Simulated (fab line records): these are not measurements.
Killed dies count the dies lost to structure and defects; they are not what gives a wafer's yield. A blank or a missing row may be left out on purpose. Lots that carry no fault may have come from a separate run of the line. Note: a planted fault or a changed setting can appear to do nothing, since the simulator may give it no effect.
Problem report in the 8D (eight disciplines) form, filled by code :: flow nand harc :: the parts of the form that need people (team, actions taken, sign-off) are left out

== 1. THE ISSUE ==
Wafers without a fault read 57, standard deviation 18; killed at array at NHARC_END_SORT_01 reads a mean of 676 on 4 wafers belonging to 3 lots. That puts it +34 standard deviations away from the usual mean.
Earliest sighting: wafer L185.1 on prober-02 at day 29 11:46. The record holds 8 wafers of 3 lots with a number at this step. By rule, "out" or "out of limits" means more than 4 standard deviations away from the usual mean. Any other wafer with a number is counted as sound.

== 2. WHAT IT IS; WHAT IT IS NOT ==
question: which readings at this step
is: killed at array, killed dies
is not: killed at other, killed at periphery, killed open, killed short

question: which lots
is: L185, L186, L187
is not: -

question: which wafers of those lots
is: L185.1, L185.2, L186.1, L187.2
is not: L186.5, L186.6, L187.4, L187.6

question: read on which gauges
is: prober-01, prober-02
is not: -

question: when
is: from day 29 11:46
is not: up to then (0 sound wafers); but 4 sound wafers of L186, L187 came after

== 3. THE SUSPECTS, EACH WITH WHAT RULES IT OUT ==
Counting: a tool at a process step up to the reading stays a suspect if it ran every lot that is out. Sound lots after the first of them don't rule it out here, since some wafers of a struck lot are sound.
- the gauge at NHARC_END_SORT_01 is ruled out. Those wafers that are out were read across 2 gauges (prober-01, prober-02).
- rie diel-03 at NHARC_A_CONTACT_ETCH_91 (etches the open film in CH3F/O2, target depth 40 nm, time 85.7 s): kept. It ran every lot that is out, first L185 (day 27 06:24).
- rie diel-03 at NHARC_A_CONTACT_ETCH_97 (etches the open film in C4F6/O2, target depth 20 nm, time 10 s): kept. It ran every lot that is out, first L185 (day 27 06:31). Its own run length s readings are out on those wafers.
- rie diel-03 at NHARC_A_CONTACT_STRIP_82 (strips in O2): kept. It ran every lot that is out, first L185 (day 29 11:46). NHARC_A_CONTACT_STRIP_82 gives no start for some lots, so the hours and the order of its lots are those of NHARC_END_SORT_01.
The count leaves rie diel-03 at NHARC_A_CONTACT_ETCH_91, rie diel-03 at NHARC_A_CONTACT_ETCH_97, and rie diel-03 at NHARC_A_CONTACT_STRIP_82.

== 4. THE CAUSE (what the simulator had put in) ==
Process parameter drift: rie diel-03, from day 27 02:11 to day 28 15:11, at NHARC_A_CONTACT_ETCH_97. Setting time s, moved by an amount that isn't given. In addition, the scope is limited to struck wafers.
This tool is one of the 3 suspects left after counting.

== 5. THE EFFECT CHAIN, in route order ==
Each row: a reading where the mean over the struck wafers with a number is more than 3 standard deviations away from the usual. Readings are gone through only where the record gives a usual standard deviation; hours: the median, over the lots, of the time from a lot's start at the first step in this table giving one to that lot's start at this step; sigmas: the change measured in usual standard deviations.
hours: 0
step: NHARC_A_CONTACT_ETCH_97
reading: run length s
usual: 31.0 s
on struck wafers: 26.9
change: -4.1
sigmas: -10

hours: 53
step: NHARC_END_SORT_01
reading: killed at array
usual: 57
on struck wafers: 676
change: +619
sigmas: +34

hours: 53
step: NHARC_END_SORT_01
reading: killed dies
usual: 62
on struck wafers: 677
change: +615
sigmas: +34
It contains these process steps:
- NHARC_A_CONTACT_ETCH_97: etches the open film in C4F6/O2, target depth 20 nm, time 10 s.

== 6. HOW IT WOULD HAVE BEEN CAUGHT EARLIER ==
The first out-of-limits reading at a measuring or inspecting step in this record came at day 29 11:46, 58 hours after the fault's start at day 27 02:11.
The tool's own readings at NHARC_A_CONTACT_ETCH_97 were out on every struck wafer that the step has a row for (run length s): an alarm limit on them would have fired on the first of those.
The start of NHARC_A_CONTACT_ETCH_97 on rie diel-03 came by day 29 11:46 for every one of the lots that are out (3). Holding the tool at that point would not have protected any of them.
